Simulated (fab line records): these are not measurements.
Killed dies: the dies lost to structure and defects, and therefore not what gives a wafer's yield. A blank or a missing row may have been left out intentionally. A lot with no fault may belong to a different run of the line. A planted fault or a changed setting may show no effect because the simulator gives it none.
Shared-tool check ; flow n5Finfet ; Sample size 12 lots and 36 wafers

THE REASON FOR OPENING IT
3 of 12 lots carry a flag on the reading M7_OVL at N5_BEOL_M7_OVL_MEAS_12. Wafers without a fault read 0.1 nm, standard deviation 0.74.
Rule: a lot gets a flag if all its wafers with a number sit over 4 standard deviations from that mean, or if no wafer of it has a number. The rest of the lots are taken to be sound.

lot;measured;on;M7_OVL (nm), wafer by wafer;flag
L438;day 9 02:05;overlay-02;0.6 -1.5 -0.1;
L441;day 9 14:23;overlay-01;0.2 -1.4 -0.7;
L442;day 9 22:58;overlay-01;0.9 0.8 0.3;
L445;day 10 15:00;overlay-01;18.4 17.5 17.3;FLAGGED
L446;day 11 08:17;overlay-02;16.3 14.8 15.5;FLAGGED
L448;day 12 06:37;overlay-01;16.8 17.1 17.1;FLAGGED
L452;day 12 18:25;overlay-02;0.6 -0.3 -0.5;
L455;day 13 15:34;overlay-01;1.0 0.7 0.4;
L439;day 14 19:45;overlay-01;-0.1 0.0 0.1;
L458;day 14 23:13;overlay-01;0.0 -0.4 0.3;
L460;day 15 18:07;overlay-02;-0.2 0.3 -0.5;
L459;day 16 09:58;overlay-02;-0.2 -1.7 -1.6;
Average over the flagged lots: 16.8 nm; offset from the usual +16.7 nm, equal to +23 standard deviations.

LOT BY LOT: THE TOOL USED
Before the reading, the record contains 4 process steps out of a 1938-step route. Cell contents, in order: the tool; ch with the chambers the sampled wafers went through; the start.
lot;flag;N5_BEOL_M6_CMP_52;N5_BEOL_M6_DEP_56;N5_BEOL_M7_PECVD_70;N5_BEOL_M7_EXPOSE_08
L438;;cmp-03 ch 1,2,3, day 9 00:23;pecvd-01 ch 0,1,2, day 9 00:43;pecvd-04 ch 1,2, day 9 01:28;arfiScanner-03 ch 0, day 9 01:56
L441;;cmp-03 ch 0,1,3, day 9 11:27;pecvd-01 ch 1,2, day 9 11:49;pecvd-03 ch 0,1, day 9 12:35;arfiScanner-01 ch 0, day 9 14:13
L442;;cmp-04 ch 0,2,3, day 9 20:03;pecvd-04 ch 0,1,2, day 9 20:22;pecvd-04 ch 1,2, day 9 21:07;arfiScanner-03 ch 0, day 9 22:49
L445;FLAGGED;cmp-04 ch 0,1, day 10 11:45;pecvd-04 ch 0,1,2, day 10 12:07;pecvd-04 ch 0,1,2, day 10 12:51;arfiScanner-03 ch 0, day 10 14:51
L446;FLAGGED;cmp-04 ch 0,2,3, day 11 05:05;pecvd-04 ch 1,2, day 11 05:22;pecvd-03 ch 1,2, day 11 06:07;arfiScanner-03 ch 0, day 11 08:08
L448;FLAGGED;cmp-02 ch 0,1,3, day 12 01:59;pecvd-03 ch 0,1, day 12 02:16;pecvd-02 ch 0,1,2, day 12 03:00;arfiScanner-03 ch 0, day 12 06:28
L452;;cmp-04 ch 1,2, day 12 15:25;pecvd-01 ch 0,2, day 12 15:46;pecvd-03 ch 1,2, day 12 17:00;arfiScanner-02 ch 0, day 12 18:16
L455;;cmp-02 ch 0,2, day 13 12:47;pecvd-04 ch 1,2, day 13 13:06;pecvd-04 ch 0,1,2, day 13 13:51;arfiScanner-02 ch 0, day 13 15:25
L439;;cmp-02 ch 1,3, day 14 16:59;pecvd-03 ch 1,2, day 14 17:19;pecvd-04 ch 1,2, day 14 18:03;arfiScanner-02 ch 0, day 14 19:36
L458;;cmp-02 ch 0,1,3, day 14 20:04;pecvd-01 ch 0,2, day 14 20:21;pecvd-02 ch 0,2, day 14 21:05;arfiScanner-02 ch 0, day 14 23:02
L460;;cmp-02 ch 1,2, day 15 15:01;pecvd-03 ch 0,1, day 15 15:22;pecvd-04 ch 0,1,2, day 15 16:07;arfiScanner-01 ch 0, day 15 17:58
L459;;cmp-02 ch 0,1,3, day 16 06:29;pecvd-04 ch 0,1, day 16 06:51;pecvd-02 ch 0,2, day 16 07:36;arfiScanner-01 ch 0, day 16 09:49
These steps, and what they do:
- N5_BEOL_M6_CMP_52: polishes, stops on SiCOH lowk, t overpolish 6.9 s, target thk 80 nm.
- N5_BEOL_M6_DEP_56: deposits SiCN from 3MS/NH3, target thk 10 nm, time 17.5 s.
- N5_BEOL_M7_PECVD_70: deposits SiO2 from TEOS/O2, target thk 20 nm, time 22.7 s.
- N5_BEOL_M7_EXPOSE_08: exposes mask M7.
- N5_BEOL_M7_OVL_MEAS_12

FLAGGED OVER TOTAL, TOOL BY TOOL (the gauges that took the reading come last)
step;tool;lots run;flagged;share of the flagged lots;sound lots run after its first flagged lot
N5_BEOL_M6_CMP_52;cmp-02;6;1;some;5 (L455,L439,L458,L460,L459)
N5_BEOL_M6_CMP_52;cmp-03;2;0;none;-
N5_BEOL_M6_CMP_52;cmp-04;4;2;some;1 (L452)
N5_BEOL_M6_DEP_56;pecvd-01;4;0;none;-
N5_BEOL_M6_DEP_56;pecvd-03;3;1;some;2 (L439,L460)
N5_BEOL_M6_DEP_56;pecvd-04;5;2;some;2 (L455,L459)
N5_BEOL_M7_PECVD_70;pecvd-02;3;1;some;2 (L458,L459)
N5_BEOL_M7_PECVD_70;pecvd-03;3;1;some;1 (L452)
N5_BEOL_M7_PECVD_70;pecvd-04;6;1;some;3 (L455,L439,L460)
N5_BEOL_M7_EXPOSE_08;arfiScanner-01;3;0;none;-
N5_BEOL_M7_EXPOSE_08;arfiScanner-02;4;0;none;-
N5_BEOL_M7_EXPOSE_08;arfiScanner-03;5;3;all;0
N5_BEOL_M7_OVL_MEAS_12;overlay-01;7;2;some;3 (L455,L439,L458)
N5_BEOL_M7_OVL_MEAS_12;overlay-02;5;1;some;3 (L452,L460,L459)

WHAT THE TABLE ALLOWS
Rows of the table that ran each flagged lot: 1, that is arfiScanner-03 at N5_BEOL_M7_EXPOSE_08.
- arfiScanner-03 at N5_BEOL_M7_EXPOSE_08 ran 5 lots, 3 of them flagged. A fault beginning between L442 (day 9 22:49), its last sound lot, and L445 (day 10 14:51), its first flagged one, fits the data.
Just one tool remains: arfiScanner-03 at N5_BEOL_M7_EXPOSE_08.

WHAT THE SIMULATOR HAD INSERTED
Scanner matching overlay: arfiScanner-03, from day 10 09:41 on, at N5_BEOL_M7_EXPOSE_08. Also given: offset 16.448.
Shown lots that were struck: L445, L446, L448. The rule above reached the same finding.
